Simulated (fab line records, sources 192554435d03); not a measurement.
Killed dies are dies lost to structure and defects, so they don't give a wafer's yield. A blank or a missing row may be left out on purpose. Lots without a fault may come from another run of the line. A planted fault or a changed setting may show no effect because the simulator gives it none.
A struck lot beside a sound one | flow n5_finfet | 14 steps out of a route of 1938
Sound: wafers L874.1, L874.3, L874.5. Struck: wafers L866.2, L866.4, L866.5. The cause comes at the end.
At each step with rows: each side's tool, then ch and its chambers, then its first start. Under that, the readings that differ: sound wafers | struck wafers | difference of the means | sigmas: that difference in standard deviations of wafers without a fault.
alike: readings whose means differ by less than 2 such deviations, and words and numbers that are the same on both sides. not compared: withheld readings, readings that some wafer has no value for, bounds like >300 that may hide the same value, and numbers for which the record gives no deviation and whose values overlap.
The two part at a step that has a row with sigmas, a row that says differs or no value, or rows on one side only. Numbers that don't overlap but have no deviation are shown without sigmas and don't part them. A reading that every wafer of one side lacks parts them only if that side has two wafers or more.

first, 2 steps without rows for these wafers: N5_PASSIVATION_STRIP_73 (strips in post etch residue remover, time 60 s); N5_PASSIVATION_SRD_17 (time 30 s, dry time 30 s).
N5_PASSIVATION_DEGAS_18: time 60 s.
  sound on pvd_sputter-03, day 18 10:39; struck on pvd_sputter-03, day 16 22:53
  alike: heater_power_w
N5_PASSIVATION_PRE_CLEAN_19:
  sound on pvd_sputter-03, day 18 10:41; struck on pvd_sputter-03, day 16 22:56
  alike: heater_power_w
N5_PASSIVATION_SPUTTER_20: material TaN, target thk 50 nm.
  sound on pvd_sputter-03, day 18 10:44; struck on pvd_sputter-03, day 16 22:58
  alike: throttle_valve_pct
N5_PASSIVATION_AL_DEP_21: deposits Al, target thk 2800 nm, time 170 s.
  sound on pvd_sputter-03, day 18 10:50; struck on pvd_sputter-03, day 16 23:04
  alike: throttle_valve_pct
then, 6 steps without rows for these wafers: N5_PASSIVATION_HMDS_23 (time 60 s); N5_PASSIVATION_COAT_24; N5_PASSIVATION_EBR_26; N5_PASSIVATION_SOFTBAKE_25 (time 90 s); N5_PASSIVATION_EXPOSE_27 (exposes mask PAD, defocus 0 nm); N5_PASSIVATION_PEB_28.
N5_PASSIVATION_DEVELOP_29: develop time 60 s.
  sound on litho_track-03 ch 0, day 18 11:11; struck on litho_track-02, day 16 23:34
  no value came back on the struck wafers for chill_plate_temp_C (C), develop_time_s (s), resist_line_temp_C (C); on the sound wafers chill_plate_temp_C (C) reads 23.04 23.09 22.94
then, 1 step without rows for these wafers: N5_PASSIVATION_HARDBAKE_31 (time 120 s).

WHERE THEY PART
Only at N5_PASSIVATION_DEVELOP_29, within this record.

WHY: what the simulator had put in
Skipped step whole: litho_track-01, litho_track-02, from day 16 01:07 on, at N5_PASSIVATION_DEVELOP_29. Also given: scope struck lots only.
